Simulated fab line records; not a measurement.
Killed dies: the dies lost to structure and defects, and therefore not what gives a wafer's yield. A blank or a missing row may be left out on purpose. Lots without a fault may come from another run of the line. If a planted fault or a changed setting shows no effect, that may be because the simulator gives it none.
Which tool did it? | flow nand harc | 39 wafers from 13 lots sampled at 5 of the route's 1159 steps

== WHAT THE GAUGES SHOWED, per wafer ==
NHARC_P_GATE_OVL_MEAS_27.
lot  | measured     | on         | overlay x nm (nm) | overlay y nm (nm)
L837 | day 4 23:06  | overlay-01 | -0.9 -0.5 -0.5    | -0.4 -0.3 -0.6
L835 | day 4 23:29  | overlay-02 | 1.3 1.2 1.3       | 0.9 1.1 1.1
L836 | day 4 23:51  | overlay-02 | 0.3 -0.9 -0.7     | -0.5 -0.7 -0.1
L838 | day 5 12:16  | overlay-02 | 0.4 0.3 0.6       | 1.5 0.4 0.8
L839 | day 5 12:28  | overlay-01 | -0.9 -1.0 -1.0    | 1.1 0.6 0.7
L840 | day 5 19:44  | overlay-01 | -0.4 -0.4 -1.0    | -0.4 -0.4 0.0
L843 | day 6 22:27  | overlay-01 | -1.1 -0.5 -0.2    | 0.0 -0.5 -0.6
L845 | day 7 10:47  | overlay-01 | -1.3 -0.8 -1.1    | -0.5 -0.5 -0.2
L852 | day 8 18:42  | overlay-01 | -0.2 -0.1 0.0     | -0.8 -0.7 -0.6
L854 | day 9 06:26  | overlay-02 | -0.9 -0.7 -0.9    | -2.1 -1.7 -2.1
L855 | day 9 14:57  | overlay-02 | 2.7 2.0 2.2       | 0.4 0.8 0.5
L858 | day 10 05:01 | overlay-02 | 0.0 0.4 0.6       | 0.9 1.5 1.3
L857 | day 10 05:10 | overlay-02 | -0.6 -0.6 -0.2    | 0.0 0.5 0.3

NHARC_P_GATE_CD_MEAS_59: the cd target is 720 nm.
lot  | measured     | on        | cd nm (nm)
L837 | day 5 13:47  | cd sem-03 | 717.8 720.4 712.0
L835 | day 5 15:31  | cd sem-03 | 716.5 723.5 718.9
L836 | day 5 14:39  | cd sem-03 | 722.7 724.1 720.4
L838 | day 6 01:52  | cd sem-03 | 713.8 717.2 720.4
L839 | day 6 02:12  | cd sem-03 | 720.8 717.5 719.9
L840 | day 6 09:29  | cd sem-02 | 720.4 721.1 716.9
L843 | day 7 12:25  | cd sem-01 | - - -
L845 | day 8 00:40  | cd sem-03 | 716.6 720.6 715.6
L852 | day 9 16:16  | cd sem-03 | 713.4 720.0 718.8
L854 | day 9 22:34  | cd sem-01 | 719.1 717.0 716.7
L855 | day 10 04:49 | cd sem-03 | 719.8 715.2 720.7
L858 | day 10 20:57 | cd sem-01 | 720.3 716.5 714.9
L857 | day 10 18:55 | cd sem-01 | 717.7 722.4 723.3

== TOOL THAT RAN EACH LOT (tool first, then ch and the chambers of the sampled wafers, then the start) ==
lot  | NHARC_P_GATE_DESCUM_48             | NHARC_P_GATE_STRIP_75                | NHARC_P_GATE_EXPOSE_56
L837 | rie diel-12 ch 0,1,3, day 5 12:06  | plasma asher-02 ch 0,1, day 5 12:51  | krf scanner-03 ch 0, day 5 13:38
L835 | rie diel-03 ch 1,2,3, day 5 14:02  | plasma asher-02 ch 0,1, day 5 14:43  | krf scanner-01 ch 0, day 5 15:22
L836 | rie diel-03 ch 2,3, day 5 13:04    | plasma asher-02 ch 0, day 5 13:44    | krf scanner-01 ch 0, day 5 14:29
L838 | rie diel-12 ch 0,2,3, day 6 00:16  | plasma asher-01 ch 0,1, day 6 00:56  | krf scanner-03 ch 0, day 6 01:42
L839 | rie diel-12 ch 2,3, day 6 00:36    | plasma asher-02 ch 0,1, day 6 01:18  | krf scanner-04 ch 0, day 6 02:03
L840 | rie diel-02 ch 0,2, day 6 07:54    | plasma asher-02 ch 0,1, day 6 08:35  | krf scanner-01 ch 0, day 6 09:20
L843 | rie diel-12 ch 1,3, day 7 10:41    | plasma asher-02 ch 0,1, day 7 11:29  | krf scanner-01 ch 0, day 7 12:15
L845 | rie diel-02 ch 0,2,3, day 7 23:02  | plasma asher-02 ch 0,1, day 7 23:44  | krf scanner-04 ch 0, day 8 00:30
L852 | rie diel-03 ch 1,2,3, day 9 14:49  | plasma asher-02 ch 0,1, day 9 15:29  | krf scanner-03 ch 0, day 9 16:07
L854 | rie diel-03 ch 0,1, day 9 20:59    | plasma asher-01 ch 0, day 9 21:40    | krf scanner-01 ch 0, day 9 22:25
L855 | rie diel-12 ch 1,2,3, day 10 03:13 | plasma asher-02 ch 0,1, day 10 03:53 | krf scanner-03 ch 0, day 10 04:40
L858 | rie diel-03 ch 0,1,3, day 10 19:22 | plasma asher-02 ch 0,1, day 10 20:01 | krf scanner-03 ch 0, day 10 20:47
L857 | rie diel-12 ch 1,3, day 10 17:19   | plasma asher-02 ch 0,1, day 10 17:59 | krf scanner-04 ch 0, day 10 18:45
- NHARC_P_GATE_DESCUM_48: chemistry O2, time 3 s.
- NHARC_P_GATE_STRIP_75: strips in O2.
- NHARC_P_GATE_EXPOSE_56: exposes mask P PSD, target cd 720 nm.

== WHAT THE TOOLS THEMSELVES READ (means of the sampled wafers that have a number; where no wafer has one, the mark that the record gives instead) ==
NHARC_P_GATE_DESCUM_48.
lot  | tool        | drypump motor current A (A) | oes product au (a.u.) | rf vpp V (V) | showerhead plenum p Torr (Torr) | throttle valve pct (%)
L837 | rie diel-12 | 5.8                         | 1.005                 | 57.8         | 1.88                            | 11.313
L835 | rie diel-03 | 5.4                         | 0.999                 | 57.6         | 1.90                            | 11.316
L836 | rie diel-03 | 5.6                         | 1.004                 | 57.6         | 1.95                            | 11.312
L838 | rie diel-12 | 6.0                         | 1.011                 | 57.6         | 1.95                            | 11.312
L839 | rie diel-12 | 6.0                         | 1.014                 | 58.2         | 2.04                            | 11.311
L840 | rie diel-02 | 5.7                         | 0.990                 | 59.0         | 1.93                            | 11.312
L843 | rie diel-12 | 5.6                         | 1.013                 | 58.1         | 1.89                            | 11.300
L845 | rie diel-02 | 6.2                         | 0.991                 | 58.3         | 1.94                            | 11.307
L852 | rie diel-03 | 5.4                         | 0.987                 | 57.4         | 1.89                            | 11.317
L854 | rie diel-03 | 5.4                         | 0.992                 | 57.3         | 1.88                            | 11.320
L855 | rie diel-12 | 5.8                         | 1.020                 | 57.4         | 1.96                            | 11.315
L858 | rie diel-03 | 5.4                         | 0.981                 | 58.0         | 1.88                            | 11.305
L857 | rie diel-12 | 5.6                         | 1.024                 | 56.9         | 1.89                            | 11.307

NHARC_P_GATE_STRIP_75.
lot  | tool            | drypump motor current A (A) | heater power w (W)
L837 | plasma asher-02 | 6.0                         | 362
L835 | plasma asher-02 | 5.5                         | 354
L836 | plasma asher-02 | 6.4                         | 376
L838 | plasma asher-01 | 5.5                         | 319
L839 | plasma asher-02 | 6.0                         | 362
L840 | plasma asher-02 | 6.0                         | 371
L843 | plasma asher-02 | 5.5                         | 361
L845 | plasma asher-02 | 5.6                         | 359
L852 | plasma asher-02 | 5.5                         | 355
L854 | plasma asher-01 | 5.2                         | 306
L855 | plasma asher-02 | 5.5                         | 351
L858 | plasma asher-02 | 6.0                         | 351
L857 | plasma asher-02 | 6.0                         | 354

== THE ANSWER, worked out from the rows above alone ==
Rule: usual is defined by the lots themselves. Put in order of their means at a reading, lots are off if they are a third of the lots or fewer, leave a main group of 4 or more, and stand apart from it by a gap of 3 or more times the standard deviation of the main group's means; of several such gaps the widest counts. A main group whose means are all the same, to the digits that the tables above print for the reading, isn't used. Also off: a lot with no number at a reading for which 4 or more lots have one. Any other lot the step has rows for is counted as sound. Order of review: gauges by route order, followed by the tools' own readings, for which a lot's mean as printed above is used. At the first step where some lot is off, the reading lying furthest off is the one used; lots without a number count as furthest.
Off: L843, at NHARC_P_GATE_CD_MEAS_59 (cd nm). Without a number there: L843. The main group has a mean of 718.7 nm with a standard deviation of 1.7.
A tool fits if, at a process step before that reading, it ran every lot that is off, and no sound lot after the first of them. Gauges at NHARC_P_GATE_CD_MEAS_59: tried the same way as those tools. No candidate that was tried fits.

== WHAT THE SIMULATOR HAD INSERTED ==
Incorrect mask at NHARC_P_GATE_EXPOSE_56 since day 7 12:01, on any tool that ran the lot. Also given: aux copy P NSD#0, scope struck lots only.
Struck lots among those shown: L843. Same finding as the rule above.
